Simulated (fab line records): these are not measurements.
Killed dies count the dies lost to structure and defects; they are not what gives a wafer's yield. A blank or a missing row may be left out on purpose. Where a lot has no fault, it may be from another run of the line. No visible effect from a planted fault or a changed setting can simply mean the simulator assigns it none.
What tool caused it? + flow n5 finfet + 10 lots with 28 wafers sampled at 5 steps, on a route of 1938 steps

WHAT EACH GAUGE READ, for each wafer
N5_BEOL_M0_SAQP_CD_MEAS_14 targets a cd of 42.5 nm. Usual: cd nm reads 42.3 nm (standard deviation 0.31).
| lot  | measured     | on        | cd nm (nm)     | flag |
|------|--------------|-----------|----------------|------|
| L181 | day 5 09:56  | cd sem-01 | 42.3 42.3 41.9 |      |
| L183 | day 5 22:31  | cd sem-01 | 42.2 42.2 42.0 |      |
| L185 | day 6 09:57  | cd sem-03 | 42.4 42.2 42.3 |      |
| L187 | day 7 00:37  | cd sem-02 | 42.3 42.5 42.5 |      |
| L192 | day 8 08:20  | cd sem-02 | 42.0 42.1 42.4 |      |
| L194 | day 9 18:25  | cd sem-01 | 42.1 42.4 42.7 |      |
| L200 | day 11 00:22 | cd sem-01 | 42.3 42.8      |      |
| L201 | day 11 07:32 | cd sem-02 | 42.2 41.8 42.5 |      |
| L199 | day 11 09:01 | cd sem-03 | 42.0 42.2 42.4 |      |
| L204 | day 11 18:03 | cd sem-01 | 43.3 41.9      |      |

N5_BEOL_M4_RC_MEAS_101. Usual: DIBL_N 37.2 mV/V, standard deviation 2.1; DIBL_P 37.3 mV/V, standard deviation 2.3; IOFF_N 0.18 nA/um, standard deviation 0.041; IOFF_P 0.24 nA/um, standard deviation 0.042; ION_N 680 uA/um, standard deviation 13; ION_P 466 uA/um, standard deviation 7.7; SS_N 71.8 mV/dec, standard deviation 0.68; SS_P 73.5 mV/dec, standard deviation 0.66; VT_N 249 mV, standard deviation 3.6; VT_P -248 mV, standard deviation 3.4.
| lot  | measured     | on        | DIBL_N (mV/V)  | DIBL_P (mV/V)  | IOFF_N (nA/um) | IOFF_P (nA/um) | ION_N (uA/um) | ION_P (uA/um) | SS_N (mV/dec)  | SS_P (mV/dec)  | VT_N (mV)   | VT_P (mV)      | flag |
|------|--------------|-----------|----------------|----------------|----------------|----------------|---------------|---------------|----------------|----------------|-------------|----------------|------|
| L181 | day 8 08:06  | prober-02 | 36.9 36.9 37.2 | 36.3 36.9 37.8 | 0.16 0.16 0.18 | 0.22 0.22 0.23 | 673 670 678   | 467 467 466   | 71.0 71.6 71.7 | 72.9 73.0 73.3 | 248 247 249 | -250 -248 -248 |      |
| L183 | day 8 14:06  | prober-01 | 38.8 37.1 38.4 | 39.0 37.3 38.6 | 0.22 0.19 0.21 | 0.26 0.22 0.25 | 688 686 702   | 462 463 467   | 72.4 72.2 72.2 | 73.5 73.2 73.4 | 248 247 245 | -249 -251 -248 |      |
| L185 | day 9 10:15  | prober-02 | 37.4 38.0 35.2 | 34.9 36.7 31.8 | 0.14 0.16 0.11 | 0.19 0.21 0.15 | 667 666 652   | 458 458 450   | 71.9 71.9 70.9 | 73.1 73.1 71.9 | 251 249 257 | -251 -251 -256 |      |
| L187 | day 9 18:03  | prober-02 | 34.4 35.4 35.9 | 33.7 35.4 35.8 | 0.13 0.14 0.15 | 0.19 0.21 0.22 | 676 668 673   | 468 460 464   | 71.2 71.7 71.1 | 73.0 72.4 73.9 | 254 252 248 | -252 -248 -246 |      |
| L200 | day 13 20:22 | prober-01 | 37.3 39.4      | 36.5 38.5      | 0.15 0.18      | 0.20 0.23      | 673 673       | 461 456       | 71.4 72.3      | 73.8 74.2      | 254 254     | -255 -252      |      |
| L201 | day 14 01:07 | prober-02 | 38.3 37.0 36.4 | 36.8 34.8 35.6 | 0.17 0.15 0.15 | 0.22 0.20 0.21 | 676 687 677   | 462 465 474   | 71.4 71.8 71.5 | 73.8 72.7 73.0 | 248 250 250 | -248 -249 -249 |      |
| L199 | day 14 04:46 | prober-01 | 36.4 36.9 35.1 | 38.7 39.7 37.1 | 0.18 0.18 0.15 | 0.25 0.26 0.23 | 686 690 674   | 472 480 469   | 72.6 72.1 72.0 | 73.6 73.6 73.0 | 246 247 250 | -246 -245 -249 |      |
| L204 | day 15 00:02 | prober-02 | 37.5 38.1      | 36.9 37.8      | 0.18 0.20      | 0.25 0.27      | 675 677       | 466 463       | 72.0 72.2      | 73.6 74.2      | 251 248     | -249 -245      |      |

WHAT TOOL EACH LOT RAN ON (gives the tool, then ch and the chambers of the sampled wafers, and finally the start)
| lot  | N5_MOL_CONTACT_COAG_ALD_133      | N5_MOL_CONTACT_COAG_ETCH_124       | N5_BEOL_M0_SAQP_ILD_DEP_01     |
|------|----------------------------------|------------------------------------|--------------------------------|
| L181 | ald sin-03 ch 0,2,3, day 5 02:38 | rie diel-06 ch 1,3, day 5 03:09    | pecvd-04 ch 0,1,2, day 5 07:38 |
| L183 | ald sin-04 ch 0,1,2, day 5 15:19 | rie diel-06 ch 0,3, day 5 15:41    | pecvd-04 ch 0,2, day 5 20:11   |
| L185 | ald sin-01 ch 0,1,3, day 6 03:35 | rie diel-06 ch 0,1,3, day 6 03:58  | pecvd-01 ch 0,1, day 6 08:26   |
| L187 | ald sin-03 ch 1,2, day 6 17:52   | rie diel-04 ch 0,3, day 6 18:17    | pecvd-04 ch 1,2, day 6 22:46   |
| L192 | ald sin-04 ch 0,1,3, day 7 23:58 | rie diel-04 ch 0,1, day 8 00:20    | pecvd-04 ch 0,1,2, day 8 06:56 |
| L194 | ald sin-03 ch 0,1,3, day 9 10:57 | rie diel-04 ch 0,1,3, day 9 11:25  | pecvd-01 ch 0,1,2, day 9 15:56 |
| L200 | ald sin-01 ch 2,3, day 10 18:19  | rie diel-04 ch 0,3, day 10 18:41   | pecvd-04 ch 0,2, day 10 23:10  |
| L201 | ald sin-03 ch 0,1, day 10 23:01  | rie diel-04 ch 0,1,2, day 10 23:24 | pecvd-04 ch 0,2, day 11 05:14  |
| L199 | ald sin-03 ch 0,1, day 11 01:53  | rie diel-05 ch 0,1,2, day 11 02:16 | pecvd-01 ch 0,2, day 11 08:16  |
| L204 | ald sin-04 ch 0,1, day 11 12:00  | rie diel-06 ch 1,2, day 11 12:29   | pecvd-01 ch 0,2, day 11 16:58  |
- N5_MOL_CONTACT_COAG_ALD_133: deposits SiO2, target thk 5 nm, pulse time 1 s, co reactant pulse time 1 s.
- N5_MOL_CONTACT_COAG_ETCH_124: etches SiNx in CH3F/O2, stops on SiOC, target depth 6.5 nm.
- N5_BEOL_M0_SAQP_ILD_DEP_01: deposits SiOC from DEMS/O2, target thk 45.419 nm, time 8.7 s.

AS READ BY THE TOOLS THEMSELVES (means over the sampled wafers that have a number; for cases with no such wafer, the mark the record gives instead)
N5_MOL_CONTACT_COAG_ALD_133. Usual: heater power w 76 W, standard deviation 6.3; precursor pulse height rel 1.004, standard deviation 0.02.
| lot  | tool       | heater power w (W) | precursor pulse height rel | flag |
|------|------------|--------------------|----------------------------|------|
| L181 | ald sin-03 | 74                 | 0.994                      |      |
| L183 | ald sin-04 | 80                 | 1.029                      |      |
| L185 | ald sin-01 | 78                 | 1.015                      |      |
| L187 | ald sin-03 | 72                 | 1.025                      |      |
| L192 | ald sin-04 | 74                 | 0.992                      |      |
| L194 | ald sin-03 | 74                 | 0.999                      |      |
| L200 | ald sin-01 | 77                 | 1.036                      |      |
| L201 | ald sin-03 | 72                 | 0.995                      |      |
| L199 | ald sin-03 | 73                 | 0.985                      |      |
| L204 | ald sin-04 | 74                 | 0.995                      |      |

N5_MOL_CONTACT_COAG_ETCH_124. Usual: CH3F_flow_sccm 29.99 sccm, standard deviation 0.094; drypump motor current A 5.6 A, standard deviation 0.49; oes product au 0.67 a.u., standard deviation 0.066; rf vpp V 302 V, standard deviation 7.2; showerhead plenum p Torr 2.01 Torr, standard deviation 0.072; throttle valve pct 16.27 %, standard deviation 0.24.
| lot  | tool        | CH3F_flow_sccm (sccm) | drypump motor current A (A) | oes product au (a.u.) | rf vpp V (V) | showerhead plenum p Torr (Torr) | throttle valve pct (%) | flag |
|------|-------------|-----------------------|-----------------------------|-----------------------|--------------|---------------------------------|------------------------|------|
| L181 | rie diel-06 | 30.00                 | 5.9                         | 0.68                  | 303          | 1.99                            | 16.36                  |      |
| L183 | rie diel-06 | 29.89                 | 5.9                         | 0.74                  | 292          | 2.11                            | 16.32                  |      |
| L185 | rie diel-06 | 30.01                 | 5.9                         | 0.72                  | 297          | 2.06                            | 16.32                  |      |
| L187 | rie diel-04 | 29.98                 | 5.1                         | 0.70                  | 307          | 1.99                            | 16.19                  |      |
| L192 | rie diel-04 | 29.98                 | 5.5                         | 0.66                  | 309          | 2.06                            | 16.06                  |      |
| L194 | rie diel-04 | 30.05                 | 5.5                         | 0.66                  | 306          | 2.00                            | 16.24                  |      |
| L200 | rie diel-04 | 29.95                 | 5.3                         | 0.67                  | 303          | 1.96                            | 16.34                  |      |
| L201 | rie diel-04 | 29.99                 | 5.5                         | 0.65                  | 308          | 2.03                            | 16.24                  |      |
| L199 | rie diel-05 | 29.95                 | 5.6                         | 0.72                  | 298          | 2.03                            | 16.22                  |      |
| L204 | rie diel-06 | 30.07                 | 5.3                         | 0.73                  | 306          | 1.94                            | 16.04                  |      |

N5_BEOL_M0_SAQP_ILD_DEP_01. Usual: chamber pressure Torr 4.999 Torr, standard deviation 0.011; heater power outer w 276 W, standard deviation 49; heater power w 518 W, standard deviation 75; showerhead plenum p Torr 5.696 Torr, standard deviation 0.017; showerhead vpp V 1391 V, standard deviation 45; throttle valve pct 12.2 %, standard deviation 0.6.
| lot  | tool     | chamber pressure Torr (Torr) | heater power outer w (W) | heater power w (W) | showerhead plenum p Torr (Torr) | showerhead vpp V (V) | throttle valve pct (%) | flag |
|------|----------|------------------------------|--------------------------|--------------------|---------------------------------|----------------------|------------------------|------|
| L181 | pecvd-04 | 5.005                        | 279                      | 531                | 5.689                           | 1391                 | 12.6                   |      |
| L183 | pecvd-04 | 4.999                        | 337                      | 597                | 5.698                           | 1372                 | 12.3                   |      |
| L185 | pecvd-01 | 4.997                        | 285                      | 530                | 5.694                           | 1418                 | 12.1                   |      |
| L187 | pecvd-04 | 5.014                        | 321                      | 585                | 5.703                           | 1374                 | 12.1                   |      |
| L192 | pecvd-04 | -                            | -                        | -                  | -                               | -                    | -                      | OFF  |
| L194 | pecvd-01 | -                            | -                        | -                  | -                               | -                    | -                      | OFF  |
| L200 | pecvd-04 | 4.989                        | 310                      | 571                | 5.687                           | 1386                 | 12.7                   |      |
| L201 | pecvd-04 | 5.001                        | 332                      | 614                | 5.676                           | 1398                 | 12.8                   |      |
| L199 | pecvd-01 | 4.990                        | 266                      | 483                | 5.696                           | 1420                 | 12.1                   |      |
| L204 | pecvd-01 | 5.002                        | 264                      | 488                | 5.696                           | 1382                 | 11.9                   |      |

THE ANSWER, worked out from the rows above alone
Rule: lot off if the mean of its wafers having a number is beyond 3 standard deviations from the usual mean. Also off: a lot with no number at a reading for which 4 or more lots have one. The other lots that the step has rows for count as sound. Order of review: gauges by route order, followed by the tools' own readings, for which a lot's mean as printed above is used. At the first step where some lot is off, the reading lying furthest off is the one used; lots without a number count as furthest.
Off: L192, L194 (N5_BEOL_M0_SAQP_ILD_DEP_01, chamber pressure Torr). Without a number there: L192, L194.
If a tool, at that step or one of the process steps before it, ran each lot that is off and ran no sound lot following the first of them, it fits. No candidate that was tried fits.

WHAT WAS PUT IN BY THE SIMULATOR
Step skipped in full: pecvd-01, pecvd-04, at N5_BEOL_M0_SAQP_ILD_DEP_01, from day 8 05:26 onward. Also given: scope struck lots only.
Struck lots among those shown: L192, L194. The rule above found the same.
